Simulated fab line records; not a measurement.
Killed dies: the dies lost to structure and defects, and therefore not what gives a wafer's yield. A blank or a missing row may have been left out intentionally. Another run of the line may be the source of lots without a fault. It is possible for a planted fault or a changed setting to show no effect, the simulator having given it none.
Chamber matching | flow n5Finfet | 3 sister chambers for N5_BEOL_M0_SAQP_HM_DEP_111 on pecvd-02
The step deposits SiO2 from SiH4/N2O, target thk 12 nm, time 7.2 s. 22 wafers are shown with their chamber, then 11 later ones without.

WAFERS WITH THEIR CHAMBER
wafer  | chamber | showerheadVppV (V) | showerheadPlenumPTorr (Torr) | heaterPowerW (W)
L075.1 | 2       | 1007               | 8.21                         | 765
L075.2 | 1       | 1012               | 8.13                         | 736
L075.3 | 0       | 1074               | 8.17                         | 895
L075.4 | 1       | 1003               | 8.15                         | 763
L075.5 | 2       | 997                | 8.24                         | 777
L075.6 | 0       | 1081               | 8.19                         | 888
L077.2 | 1       | 1026               | 8.15                         | 810
L077.3 | 0       | 1066               | 8.16                         | 889
L077.5 | 2       | 985                | 8.22                         | 640
L081.3 | 1       | 1022               | 8.12                         | 696
L081.5 | 0       | 1093               | 8.16                         | 897
L081.6 | 2       | 999                | 8.23                         | 762
L082.1 | 2       | 1002               | 8.22                         | 657
L082.2 | 0       | 1088               | 8.16                         | 891
L082.5 | 2       | 1008               | 8.23                         | 648
L085.1 | 2       | 1008               | 8.23                         | 678
L085.2 | 1       | 1011               | 8.14                         | 822
L085.3 | 0       | 1072               | 8.20                         | 904
L089.2 | 1       | 1004               | 8.15                         | 777
L089.5 | 0       | 1075               | 8.18                         | 900
L089.6 | 2       | 1009               | 8.25                         | 746
L091.1 | 1       | 998                | 8.16                         | 731

SIGNATURES (averages over the wafers above)
reading               | chamber 0 | chamber 1 | chamber 2 | scatter within a chamber
showerheadVppV        | 1078.43   | 1010.86   | 1001.88   | 9.28
showerheadPlenumPTorr | 8.1743    | 8.1429    | 8.2287    | 0.0141
heaterPowerW          | 894.86    | 762.14    | 709.12    | 43.8
Rule: a wafer's distance from a chamber is the root of the sum, over the readings, of the square of ((its reading less the chamber's mean) divided by the reading's scatter). If the next closest chamber is less than 2 further off than the closest, the wafer can't be placed; otherwise it belongs to the closest. The scatter: the root of (the sum of the squares of (reading less its chamber's mean) over the shown wafers, divided by (wafers less chambers)).

WAFERS WITHOUT THEIR CHAMBER
wafer  | showerheadVppV (V) | showerheadPlenumPTorr (Torr) | heaterPowerW (W)
L091.2 | 1002               | 8.22                         | 753
L091.6 | 1068               | 8.15                         | 869
L095.1 | 1074               | 8.16                         | 845
L095.2 | 1014               | 8.13                         | 780
L095.6 | 1020               | 8.21                         | 807
L096.1 | 1013               | 8.12                         | 750
L096.2 | 1090               | 8.18                         | 777
L096.5 | 1005               | 8.15                         | 779
L097.1 | 991                | 8.12                         | 757
L097.2 | 1004               | 8.25                         | 737
L097.5 | 1007               | 8.14                         | 757

EACH ONE'S CHAMBER
wafer  | from the rows above     | in truth
L091.2 | 2                       | 2
L091.6 | 0                       | 0
L095.1 | 0                       | 0
L095.2 | 1                       | 1
L095.6 | can't be placed: 2 or 1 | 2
L096.1 | 1                       | 1
L096.2 | 0                       | 0
L096.5 | 1                       | 1
L097.1 | 1                       | 1
L097.2 | 2                       | 2
L097.5 | 1                       | 1
10 of 11 placed correctly. Cannot be placed on the basis of these rows: 1; the candidates contain the true chamber in 1. 0 placed wrongly.
